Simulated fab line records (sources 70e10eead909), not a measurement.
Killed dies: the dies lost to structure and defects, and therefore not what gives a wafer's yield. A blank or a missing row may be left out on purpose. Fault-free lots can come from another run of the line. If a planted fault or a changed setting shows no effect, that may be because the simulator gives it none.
Comparing a struck lot with a sound one	flow nand_harc	15 out of 1159 route steps
Sound: these wafers, L993.2, L993.4, L993.5. Wafers struck: L107.1, L107.3, L107.4. The cause is given at the end.
For every step that has rows: the tool of each side, followed by ch and its chambers, followed by its first start. Under that, the readings that differ: sound wafers	struck wafers	difference of the means	sigmas: that difference in standard deviations of wafers without a fault.
alike: readings with means less than 2 such deviations apart, plus words and numbers identical on both sides. not compared: withheld readings, readings lacking a value on some wafer, bounds such as >300 that could conceal the same value, and numbers that have no deviation in the record and whose values overlap.
A row with sigmas, a row that says differs or no value, or rows on one side alone: a step with any of these is where the two part. Non-overlapping numbers with no deviation appear without sigmas and do not part them. Lack of a reading on every wafer of one side parts them only where that side has two or more wafers.

first, 3 steps without rows for these wafers: NHARC_P_GATE_EXPOSE_08 (exposes mask P HV); NHARC_P_GATE_PEB_09 (peb time 85 s); NHARC_P_GATE_DEVELOP_10 (time 70 s).
NHARC_P_GATE_CD_MEAS_11: target cd 1640 nm.
  sound on cd_sem-02 ch 0, day 5 04:55; struck on cd_sem-03 ch 0, day 8 13:13
  alike: cd_nm
then, 1 step without rows for these wafers: NHARC_P_GATE_HARDBAKE_12 (time 80 s).
NHARC_P_GATE_DESCUM_13: chemistry O2, time 3 s.
  sound on rie_diel-03 ch 1,2,3, day 5 05:07; struck on rie_diel-03 ch 1,2,3, day 8 13:22
  alike: drypump_motor_current_A, oes_product_au, rf_vpp_V, showerhead_plenum_p_Torr, throttle_valve_pct
  not compared: rf_hours_counter_h
then, 6 steps without rows for these wafers: NHARC_P_GATE_ETCH_14 (etches SiO2 in dHF, target depth 48.8 nm); NHARC_P_GATE_STRIP_15 (strips in SPM, time 780 s); NHARC_P_GATE_PRECLEAN_71 (cleans in SC1); NHARC_P_GATE_SRD_72; NHARC_P_GATE_OXIDE_16 (material SiO2, target thk 3 nm, ox time 392 s); NHARC_P_GATE_CVD_17 (deposits poly-Si, target thk 150 nm, time 900 s).
NHARC_P_GATE_HM_DEP_102: deposits aC, target thk 120 nm.
  sound on acl_dep-02 ch 0, day 5 17:13; struck on acl_dep-03 ch 0, day 9 04:56
  alike: throttle_valve_pct
NHARC_P_GATE_DEP_103: deposits SiON, target thk 30 nm.
  sound on pecvd-01 ch 0,2, day 5 17:53; struck on pecvd-01 ch 0,1, day 9 05:36
  alike: heater_power_w
-- break in the record here, with 17 days between the starts of the struck wafers on either side (left off in module P_GATE, picked up again in module END, where the first step shown is number 1159 on the route) --
NHARC_END_SORT_01:
  sound on prober-01 ch 0, day 19 19:56; struck on prober-02 ch 0, day 26 03:46
  alike: killed_at_array, killed_at_other, killed_at_periphery, killed_dies, killed_open, killed_short

WHERE THEY PART
Nowhere in this record.

WHY: what had been put in by the simulator
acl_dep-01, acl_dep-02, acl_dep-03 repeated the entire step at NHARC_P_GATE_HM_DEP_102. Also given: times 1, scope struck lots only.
